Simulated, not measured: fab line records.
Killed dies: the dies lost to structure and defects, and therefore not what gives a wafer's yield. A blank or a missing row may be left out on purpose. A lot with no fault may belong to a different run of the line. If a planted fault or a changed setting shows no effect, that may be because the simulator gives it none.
The tool behind it: which one? / flow n5Finfet / 11 lots, 33 wafers sampled, at 6 steps of a route of 1938

## WHAT EACH GAUGE READ, for each wafer
N5_MOL_CONTACT_COAG_OVL_MEAS_09.
lot=L076; measured=day 5 02:46; on=overlay-01; CA_OVL (nm)=0.9 1.3 1.0
lot=L078; measured=day 5 18:06; on=overlay-02; CA_OVL (nm)=1.9 1.1 -0.5
lot=L080; measured=day 6 04:07; on=overlay-01; CA_OVL (nm)=0.4 0.8 0.4
lot=L082; measured=day 6 14:14; on=overlay-01; CA_OVL (nm)=0.9 -0.5 0.6
lot=L084; measured=day 7 07:20; on=overlay-02; CA_OVL (nm)=0.6 0.0 0.2
lot=L086; measured=day 8 00:56; on=overlay-02; CA_OVL (nm)=-1.3 -1.6 0.2
lot=L088; measured=day 8 20:57; on=overlay-02; CA_OVL (nm)=0.1 -0.7 0.2
lot=L090; measured=day 9 01:59; on=overlay-02; CA_OVL (nm)=-0.7 -0.2 0.5
lot=L092; measured=day 9 04:38; on=overlay-01; CA_OVL (nm)=0.3 0.3 -0.1
lot=L094; measured=day 9 15:36; on=overlay-02; CA_OVL (nm)=0.3 1.9 -0.2
lot=L096; measured=day 10 08:37; on=overlay-02; CA_OVL (nm)=0.6 0.5 1.5

## WHAT TOOL EACH LOT RAN ON (gives the tool, then ch and the chambers of the sampled wafers, and finally the start)
lot=L076; N5_HKMG_FIN_STRIP_90=rieDiel-05 ch 0,2,3, day 4 16:31; N5_GATE_CUT_PECVD_57=pecvd-01 ch 0,1,2, day 4 21:17; N5_GATE_CUT_DESCUM_18=rieDiel-01 ch 0,2,3, day 4 22:25; N5_GATE_CUT_ETCH_47=rieMetal-03 ch 0,1, day 4 22:57; N5_GATE_CUT_VAPOR_ETCH_49=rieMetal-03 ch 0,1, day 4 23:01
lot=L078; N5_HKMG_FIN_STRIP_90=rieDiel-05 ch 1,2, day 5 08:26; N5_GATE_CUT_PECVD_57=pecvd-04 ch 0,2, day 5 13:20; N5_GATE_CUT_DESCUM_18=rieDiel-01 ch 2,3, day 5 14:20; N5_GATE_CUT_ETCH_47=rieMetal-01 ch 0,1, day 5 14:57; N5_GATE_CUT_VAPOR_ETCH_49=rieMetal-01 ch 0,1, day 5 15:01
lot=L080; N5_HKMG_FIN_STRIP_90=rieDiel-02 ch 1,2, day 5 18:14; N5_GATE_CUT_PECVD_57=pecvd-03 ch 0,1,2, day 5 23:06; N5_GATE_CUT_DESCUM_18=rieDiel-04 ch 1,2,3, day 6 00:17; N5_GATE_CUT_ETCH_47=rieMetal-01 ch 0,1, day 6 00:51; N5_GATE_CUT_VAPOR_ETCH_49=rieMetal-01 ch 0,1, day 6 00:55
lot=L082; N5_HKMG_FIN_STRIP_90=rieDiel-06 ch 0,1, day 6 04:44; N5_GATE_CUT_PECVD_57=pecvd-04 ch 1,2, day 6 09:37; N5_GATE_CUT_DESCUM_18=rieDiel-04 ch 0,2, day 6 10:29; N5_GATE_CUT_ETCH_47=rieMetal-01 ch 0,1, day 6 11:01; N5_GATE_CUT_VAPOR_ETCH_49=rieMetal-01 ch 0,1, day 6 11:05
lot=L084; N5_HKMG_FIN_STRIP_90=rieDiel-05 ch 0,2,3, day 6 21:33; N5_GATE_CUT_PECVD_57=pecvd-01 ch 0,2, day 7 02:20; N5_GATE_CUT_DESCUM_18=rieDiel-04 ch 0,2, day 7 03:31; N5_GATE_CUT_ETCH_47=rieMetal-03 ch 0,1, day 7 04:04; N5_GATE_CUT_VAPOR_ETCH_49=rieMetal-03 ch 0,1, day 7 04:08
lot=L086; N5_HKMG_FIN_STRIP_90=rieDiel-05 ch 0,1,2, day 7 15:18; N5_GATE_CUT_PECVD_57=pecvd-01 ch 0,1, day 7 20:04; N5_GATE_CUT_DESCUM_18=rieDiel-03 ch 0,1, day 7 21:03; N5_GATE_CUT_ETCH_47=rieMetal-01 ch 0,1, day 7 21:36; N5_GATE_CUT_VAPOR_ETCH_49=rieMetal-01 ch 0,1, day 7 21:40
lot=L088; N5_HKMG_FIN_STRIP_90=rieDiel-06 ch 0,1,3, day 8 09:26; N5_GATE_CUT_PECVD_57=pecvd-04 ch 0,1,2, day 8 15:13; N5_GATE_CUT_DESCUM_18=rieDiel-03 ch 1,2, day 8 16:15; N5_GATE_CUT_ETCH_47=rieMetal-03 ch 0,1, day 8 16:47; N5_GATE_CUT_VAPOR_ETCH_49=rieMetal-03 ch 0,1, day 8 16:51
lot=L090; N5_HKMG_FIN_STRIP_90=rieDiel-05 ch 0,2, day 8 15:14; N5_GATE_CUT_PECVD_57=pecvd-01 ch 0,2, day 8 21:02; N5_GATE_CUT_DESCUM_18=rieDiel-03 ch 0,1,3, day 8 22:18; N5_GATE_CUT_ETCH_47=rieMetal-03 ch 0,1, day 8 22:50; N5_GATE_CUT_VAPOR_ETCH_49=rieMetal-03 ch 0,1, day 8 22:54
lot=L092; N5_HKMG_FIN_STRIP_90=rieDiel-06 ch 0,1,3, day 8 19:08; N5_GATE_CUT_PECVD_57=pecvd-03 ch 0,1,2, day 8 23:57; N5_GATE_CUT_DESCUM_18=rieDiel-01 ch 0,2,3, day 9 00:56; N5_GATE_CUT_ETCH_47=rieMetal-01 ch 0,1, day 9 01:28; N5_GATE_CUT_VAPOR_ETCH_49=rieMetal-01 ch 0,1, day 9 01:32
lot=L094; N5_HKMG_FIN_STRIP_90=rieDiel-02 ch 0,2,3, day 9 05:47; N5_GATE_CUT_PECVD_57=pecvd-01 ch 0,1, day 9 10:44; N5_GATE_CUT_DESCUM_18=rieDiel-01 ch 0,1,2, day 9 11:46; N5_GATE_CUT_ETCH_47=rieMetal-02 ch 0,1, day 9 12:19; N5_GATE_CUT_VAPOR_ETCH_49=rieMetal-02 ch 0,1, day 9 12:22
lot=L096; N5_HKMG_FIN_STRIP_90=rieDiel-05 ch 0,1,2, day 9 22:08; N5_GATE_CUT_PECVD_57=pecvd-03 ch 0,2, day 10 03:02; N5_GATE_CUT_DESCUM_18=rieDiel-01 ch 0,1,2, day 10 04:45; N5_GATE_CUT_ETCH_47=rieMetal-01 ch 0,1, day 10 05:18; N5_GATE_CUT_VAPOR_ETCH_49=rieMetal-01 ch 0,1, day 10 05:22
- N5_HKMG_FIN_STRIP_90: strips SOC in N2/H2, time 20 s.
- N5_GATE_CUT_PECVD_57: deposits SiNx from SiH4/NH3/N2, target thk 21 nm.
- N5_GATE_CUT_DESCUM_18: chemistry O2, time 7 s.
- N5_GATE_CUT_ETCH_47: etches SiO2 in Cl2/BCl3, target depth 10 nm.
- N5_GATE_CUT_VAPOR_ETCH_49: etches TiAlC in BCl3/Cl2.

## THE ANSWER, worked out from the rows above alone
Rule: the lots themselves supply what counts as usual. Put in order of their means at a reading, lots are off if they are a third of the lots or fewer, leave a main group of 4 or more, and stand apart from it by a gap of 3 or more times the standard deviation of the main group's means; of several such gaps the widest counts. Not used: any main group whose means are identical at the precision the tables above print for the reading. A lot without any number at a reading at which 4 lots or more have one is off too. The other lots that the step has rows for count as sound.
Across all readings shown, no lot is off: no conclusion can be drawn from this.

## WHAT THE SIMULATOR PUT IN
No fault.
